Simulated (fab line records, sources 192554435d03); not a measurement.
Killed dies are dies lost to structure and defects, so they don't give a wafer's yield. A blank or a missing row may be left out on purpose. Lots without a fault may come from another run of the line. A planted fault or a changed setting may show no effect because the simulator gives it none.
Problem report in the 8D (eight disciplines) form, filled by code | flow n5_finfet | the parts of the form that need people (team, actions taken, sign-off) are left out

1. THE PROBLEM
time_to_endpoint_s at N5_SDB_CMP_30 reads a mean of 33.7 s on 3 wafers of 2 lots; wafers without a fault read 16.3 s with a standard deviation of 2.3. That is +7.6 standard deviations from the usual mean.
The step: polishes, stops on poly-Si, t overpolish 1.54 s, target thk 30 nm.
First seen on wafer L463.3, day 9 02:14, on cmp-02. The record holds 26 wafers of 9 lots with a number at this step. Rule for "out", or "out of limits": more than 4 standard deviations from the usual mean. The other wafers with a number count as sound.

2. WHAT IT IS AND WHAT IT IS NOT
question                    | is                     | is not
which readings at this step | time_to_endpoint_s     | motor_current_A
which lots                  | L463, L465             | L443, L445, L447, L448, L450, L451, L466
which wafers of those lots  | L463.3, L463.6, L465.3 | L463.5, L465.4, L465.5
read on which tools         | cmp-02                 | cmp-03
when                        | from day 9 02:14       | up to then (18 sound wafers); but 5 sound wafers of L465, L466 came after

3. SUSPECTS, AND WHAT RULES EACH OUT
Counting: a tool at a process step up to the reading stays a suspect if it ran every lot that is out. Sound lots after the first of them don't rule it out here, since some wafers of a struck lot are sound.
- rie_diel-03 at N5_SDB_ETCH_18 (etches SOC in N2/H2, target depth 100 nm, overetch 20 nm, time 150 s): kept. It ran every lot that is out, first L463 (day 8 22:42); its last sound lot up to then is L451 (day 5 20:34).
- rie_diel-03 at N5_SDB_STRIP_21 (strips in CF4): kept. It ran every lot that is out, first L463 (day 8 22:50); its last sound lot up to then is L451 (day 5 20:42).
- cmp-02 at N5_SDB_CMP_30 (polishes, stops on poly-Si, t overpolish 1.54 s, target thk 30 nm): kept. It ran every lot that is out, first L463 (day 9 02:14); its last sound lot up to then is L448 (day 5 03:50). Its own readings are out on those wafers: time_to_endpoint_s.
- Within rie_diel-03 at N5_SDB_ETCH_18: the wafers that are out ran in chamber 1; their sound lot-mates ran in chambers 0, 2, 3.
- Within rie_diel-03 at N5_SDB_STRIP_21: the wafers that are out ran in chamber 1; their sound lot-mates ran in chambers 0, 2, 3.
- Within cmp-02 at N5_SDB_CMP_30: the wafers that are out ran in chamber 2; their sound lot-mates ran in chambers 0, 1, 3.
Left after counting: rie_diel-03 at N5_SDB_ETCH_18, rie_diel-03 at N5_SDB_STRIP_21, cmp-02 at N5_SDB_CMP_30.

4. THE CAUSE (what the simulator had put in)
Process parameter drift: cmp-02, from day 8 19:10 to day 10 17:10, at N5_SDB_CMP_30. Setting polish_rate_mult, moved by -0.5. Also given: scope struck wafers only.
Counting left 3 suspects, and this tool is among them.

5. THE CHAIN OF EFFECTS, in route order
Each row: a reading whose mean over the struck wafers that have a number lies more than 3 standard deviations from the usual. Only readings for which the record gives a usual standard deviation are gone through. hours: the time from each lot's start at the first step in this table that gives one to its start at this step, as a median over the lots. sigmas: the change in usual standard deviations.
hours | step          | reading            | usual  | on struck wafers | change | sigmas
0     | N5_SDB_CMP_30 | time_to_endpoint_s | 16.3 s | 33.7             | +17.4  | +7.6
The process steps in it:
- N5_SDB_CMP_30: polishes, stops on poly-Si, t overpolish 1.54 s, target thk 30 nm.
Later measuring or inspecting steps at which every struck wafer that the step has a row for has a number for every such reading, and none has moved that far: N5_BEOL_M4_RC_MEAS_101.

6. WHAT WOULD HAVE CAUGHT IT SOONER
In this record the first reading out of limits was taken at day 9 02:14, 7 hours after the fault began at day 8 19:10.
